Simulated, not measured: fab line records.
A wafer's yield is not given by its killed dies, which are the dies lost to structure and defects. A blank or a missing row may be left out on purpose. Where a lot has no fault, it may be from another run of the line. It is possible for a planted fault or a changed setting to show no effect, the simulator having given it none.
Chamber matching :: flow nand harc :: NHARC_P_CONTACT_DESCUM_17 on rie diel-07: 4 sister chambers
The step chemistry O2, time 3 s. 8 wafers are shown with their chamber, then 11 later ones without.

## WAFERS WITH THEIR CHAMBER
wafer: L081.5
chamber: 0
drypump motor current A (A): 6.2
oes product au (a.u.): 1.001

wafer: L083.2
chamber: 2
drypump motor current A (A): 5.8
oes product au (a.u.): 0.988

wafer: L083.3
chamber: 0
drypump motor current A (A): 6.2
oes product au (a.u.): 1.005

wafer: L083.4
chamber: 3
drypump motor current A (A): 5.5
oes product au (a.u.): 1.005

wafer: L088.1
chamber: 3
drypump motor current A (A): 5.6
oes product au (a.u.): 1.005

wafer: L088.2
chamber: 2
drypump motor current A (A): 5.8
oes product au (a.u.): 0.992

wafer: L088.4
chamber: 1
drypump motor current A (A): 6.2
oes product au (a.u.): 0.979

wafer: L091.2
chamber: 1
drypump motor current A (A): 6.2
oes product au (a.u.): 0.997

## WAFERS WITHOUT THEIR CHAMBER
wafer: L091.4
drypump motor current A (A): 5.6
oes product au (a.u.): 1.004

wafer: L091.5
drypump motor current A (A): 5.8
oes product au (a.u.): 1.002

wafer: L093.2
drypump motor current A (A): 6.1
oes product au (a.u.): 0.992

wafer: L093.3
drypump motor current A (A): 5.8
oes product au (a.u.): 1.013

wafer: L093.4
drypump motor current A (A): 5.6
oes product au (a.u.): 1.012

wafer: L094.1
drypump motor current A (A): 6.2
oes product au (a.u.): 1.000

wafer: L094.3
drypump motor current A (A): 5.8
oes product au (a.u.): 1.003

wafer: L094.5
drypump motor current A (A): 5.8
oes product au (a.u.): 1.005

wafer: L095.2
drypump motor current A (A): 6.1
oes product au (a.u.): 0.976

wafer: L095.3
drypump motor current A (A): 6.2
oes product au (a.u.): 1.000

wafer: L095.5
drypump motor current A (A): 6.2
oes product au (a.u.): 0.985

## EACH ONE'S CHAMBER
wafer: L091.4
from the rows above: 3
in truth: 3

wafer: L091.5
from the rows above: 2
in truth: 2

wafer: L093.2
from the rows above: can't be placed: 1 or 0
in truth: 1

wafer: L093.3
from the rows above: 2
in truth: 2

wafer: L093.4
from the rows above: 3
in truth: 3

wafer: L094.1
from the rows above: can't be placed: 0 or 1
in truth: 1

wafer: L094.3
from the rows above: 2
in truth: 2

wafer: L094.5
from the rows above: 2
in truth: 2

wafer: L095.2
from the rows above: can't be placed: 1 or 0
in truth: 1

wafer: L095.3
from the rows above: can't be placed: 0 or 1
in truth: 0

wafer: L095.5
from the rows above: 1
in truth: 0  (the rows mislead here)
Placed correctly: 6 of 11. Unplaceable from these rows: 4, with the true chamber sitting among the candidates in 4. Number placed wrongly: 1.
How it was worked out, from the rows above alone: a wafer's distance from a chamber is the root of the sum, over the readings, of the square of ((its reading less the chamber's mean) divided by the reading's scatter). The wafer belongs to the nearest chamber; if the next one is less than 2 further off, it can't be placed. Each chamber's mean is taken over the wafers shown for it. The scatter: the root of (the sum of the squares of (reading less its chamber's mean) over the shown wafers, divided by (wafers less chambers)).
